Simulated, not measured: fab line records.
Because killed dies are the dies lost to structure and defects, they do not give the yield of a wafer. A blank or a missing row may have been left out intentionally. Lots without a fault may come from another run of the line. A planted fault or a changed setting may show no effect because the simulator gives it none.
What tool caused it? | flow n5Finfet | Sampling: 12 lots, 36 wafers, 4 of 1938 route steps

## WHAT EACH GAUGE READ, for each wafer
The record lacks any reading of a measuring or inspecting step that a usual standard deviation could be used to judge.

## TOOL THAT RAN EACH LOT (tool first, then ch and the chambers of the sampled wafers, then the start)
lot  | N5_BEOL_M1_CVD_47               | N5_PASSIVATION_DESCUM_12          | N5_PASSIVATION_STRIP_34           | N5_PASSIVATION_PROBE_49
L267 | cvdCo-02 ch 0,2, day 6 13:35    | rieDiel-01 ch 1,2,3, day 12 09:17 | rieDiel-04 ch 0,1,2, day 12 11:54 | -
L268 | cvdCo-02 ch 0,1,2, day 6 22:31  | rieDiel-03 ch 0,1,2, day 12 22:07 | rieDiel-04 ch 0,1,2, day 13 00:20 | -
L269 | cvdCo-01 ch 1,2, day 7 01:17    | rieDiel-03 ch 1,3, day 13 14:58   | rieDiel-04 ch 1,2,3, day 13 17:25 | -
L270 | cvdCo-02 ch 0,2, day 7 04:40    | rieDiel-01 ch 0,2,3, day 13 22:02 | rieDiel-06 ch 0,1,2, day 14 00:43 | -
L271 | cvdCo-01 ch 0,1,2, day 7 17:03  | rieDiel-03 ch 0,1,3, day 13 15:27 | rieDiel-06 ch 2,3, day 13 17:40   | -
L272 | cvdCo-02 ch 0,1,2, day 7 20:22  | rieDiel-03 ch 0,1, day 13 22:27   | rieDiel-05 ch 1,2, day 14 01:15   | -
L273 | cvdCo-02 ch 0,1,2, day 8 02:39  | rieDiel-01 ch 0,1,2, day 13 20:16 | rieDiel-04 ch 0,2,3, day 13 22:52 | -
L274 | cvdCo-02 ch 0,1,2, day 8 03:07  | rieDiel-01 ch 0,1, day 13 23:23   | rieDiel-05 ch 0,2,3, day 14 02:03 | prober-02, day 14 17:13
L285 | cvdCo-01 ch 0,1,2, day 10 19:31 | rieDiel-01 ch 0,1,2, day 17 11:25 | rieDiel-06 ch 1,2,3, day 17 14:02 | -
L286 | cvdCo-01 ch 0,2, day 10 23:15   | rieDiel-02 ch 0,1,3, day 16 23:05 | rieDiel-06 ch 0,2,3, day 17 01:37 | -
L289 | cvdCo-01 ch 0,2, day 11 19:09   | rieDiel-01 ch 0,1,2, day 17 14:44 | rieDiel-05 ch 0,1,2, day 17 16:49 | prober-01, day 17 21:02
L290 | cvdCo-02 ch 0,2, day 12 08:55   | rieDiel-02 ch 1,2,3, day 18 12:01 | rieDiel-05 ch 1,2,3, day 18 13:56 | -
- N5_BEOL_M1_CVD_47: deposits Co from CCTBA/H2, target thk 3 nm, time 223.8 s.
- N5_PASSIVATION_DESCUM_12: chemistry O2, time 7.9 s.
- N5_PASSIVATION_STRIP_34: strips in O2.
- N5_PASSIVATION_PROBE_49

## WHAT THE TOOLS THEMSELVES READ (means of the sampled wafers that have a number; where no wafer has one, the mark that the record gives instead)
N5_PASSIVATION_DESCUM_12. Usual: drypumpMotorCurrentA 5.9 A, standard deviation 0.33; oesProductAu 0.79 a.u., standard deviation 0.068; rfVppV 242.9 V, standard deviation 1.5; showerheadPlenumPTorr 2.08 Torr, standard deviation 0.087; throttleValvePct 20.49 %, standard deviation 0.23.
lot  | tool       | drypumpMotorCurrentA (A) | oesProductAu (a.u.) | rfVppV (V) | showerheadPlenumPTorr (Torr) | throttleValvePct (%) | flag
L267 | rieDiel-01 | 5.9                      | 0.83                | 242.2      | 2.08                         | 20.58                | 
L268 | rieDiel-03 | 6.0                      | 0.74                | 241.7      | 2.03                         | 20.65                | 
L269 | rieDiel-03 | 6.0                      | 0.76                | 242.8      | 2.01                         | 20.28                | 
L270 | rieDiel-01 | 5.8                      | 0.77                | 244.0      | 2.10                         | 20.57                | 
L271 | rieDiel-03 | 5.9                      | 0.77                | 243.0      | 2.08                         | 20.37                | 
L272 | rieDiel-03 | 6.1                      | 0.75                | 242.2      | 1.98                         | 20.53                | 
L273 | rieDiel-01 | 5.9                      | 0.82                | 243.5      | 2.09                         | 20.62                | 
L274 | rieDiel-01 | 6.0                      | 0.76                | 243.0      | 2.07                         | 20.61                | 
L285 | rieDiel-01 | 5.9                      | 0.78                | 242.0      | 2.08                         | 20.67                | 
L286 | rieDiel-02 | 5.9                      | 0.79                | 242.3      | 2.05                         | 20.44                | 
L289 | rieDiel-01 | 5.9                      | 0.79                | 242.7      | 2.08                         | 20.66                | 
L290 | rieDiel-02 | 6.0                      | 0.78                | 243.2      | 2.08                         | 20.50                | 

N5_PASSIVATION_STRIP_34. Usual: drypumpMotorCurrentA 5.8 A, standard deviation 0.48; oesProductAu 0.80 a.u., standard deviation 0.072; rfVppV 3.7 V, standard deviation 1.5; showerheadPlenumPTorr 2.10 Torr, standard deviation 0.083; throttleValvePct 16.62 %, standard deviation 0.23.
lot  | tool       | drypumpMotorCurrentA (A) | oesProductAu (a.u.) | rfVppV (V) | showerheadPlenumPTorr (Torr) | throttleValvePct (%) | flag
L267 | rieDiel-04 | 5.8                      | 0.82                | 4.5        | 2.18                         | 16.67                | 
L268 | rieDiel-04 | 5.8                      | 0.80                | 4.6        | 2.18                         | 16.66                | 
L269 | rieDiel-04 | 5.5                      | 0.76                | 4.3        | 2.13                         | 16.82                | 
L270 | rieDiel-06 | 5.7                      | 0.76                | 3.0        | 2.07                         | 16.69                | 
L271 | rieDiel-06 | 5.7                      | 0.83                | 3.6        | 2.04                         | 16.43                | 
L272 | rieDiel-05 | 5.4                      | 0.84                | 5.7        | 2.04                         | 16.52                | 
L273 | rieDiel-04 | 6.0                      | 0.82                | 2.3        | 2.15                         | 16.62                | 
L274 | rieDiel-05 | 5.9                      | 0.78                | 2.1        | 2.05                         | 16.68                | 
L285 | rieDiel-06 | 5.7                      | 0.84                | 2.5        | 2.09                         | 16.37                | 
L286 | rieDiel-06 | 5.5                      | 0.79                | 4.3        | 2.08                         | 16.54                | 
L289 | rieDiel-05 | 5.7                      | 0.77                | 3.6        | 2.03                         | 16.70                | 
L290 | rieDiel-05 | 5.8                      | 0.76                | 4.0        | 2.04                         | 16.71                | 

N5_PASSIVATION_PROBE_49. Usual: defectLimitedYield 91.3 %, standard deviation 1.4; killed_at_M0_to_M3 33, standard deviation 10; killed_at_M4_up 15, standard deviation 6.1; killedAtContacts 12, standard deviation 6.7; killedAtFrontEnd 39, standard deviation 11; killedAtOther 4, standard deviation 3.3; killedDies 103, standard deviation 16; killedOnRim 14, standard deviation 4; killedOpen 68, standard deviation 12; killedShort 34, standard deviation 7.2; sort_bin_5_function 5.1 %, standard deviation 0.88; sort_bin_6_memory 3.3 %, standard deviation 0.67; sortNPass 1077, standard deviation 16; sortYieldPct 91.3 %, standard deviation 1.4.
lot  | tool      | defectLimitedYield (%) | killed_at_M0_to_M3 | killed_at_M4_up | killedAtContacts | killedAtFrontEnd | killedAtOther | killedDies | killedOnRim | killedOpen | killedShort | sort_bin_5_function (%) | sort_bin_6_memory (%) | sortNPass | sortYieldPct (%) | flag
L274 | prober-02 | 86.2                   | 81                 | 24              | 6                | 51               | 1             | 163        | 20          | 78         | 32          | 8.0                     | 4.1                   | 1017      | 86.2             | OFF
L289 | prober-01 | 90.0                   | 40                 | 21              | 16               | 27               | 13            | 118        | 18          | 80         | 38          | 6.0                     | 3.6                   | 1062      | 90.0             | 

## THE ANSWER, worked out from the rows above alone
Rule: a lot is off if the mean of its wafers that have a number lies more than 3 standard deviations from the usual mean. A lot without any number at a reading at which 4 lots or more have one is off too. Any other lot the step has rows for is counted as sound. After the gauges, taken in route order, come the tools' own readings; for these a lot's mean is taken, as printed above. The first step at which some lot is off is used, and at that step the reading that is off furthest; a lot without a number counts as furthest.
Off: L274, at N5_PASSIVATION_PROBE_49 (killed_at_M0_to_M3). Neither off nor sound, because the step has no rows for them: L267, L268, L269, L270, L271, L272, L273, L285, L286, L290.
If a tool, at that step or one of the process steps before it, ran each lot that is off and ran no sound lot following the first of them, it fits. Can't be told from this: 2 tools fit, cvdCo-02 at N5_BEOL_M1_CVD_47, prober-02 at N5_PASSIVATION_PROBE_49.

## WHAT HAD BEEN PUT IN BY THE SIMULATOR
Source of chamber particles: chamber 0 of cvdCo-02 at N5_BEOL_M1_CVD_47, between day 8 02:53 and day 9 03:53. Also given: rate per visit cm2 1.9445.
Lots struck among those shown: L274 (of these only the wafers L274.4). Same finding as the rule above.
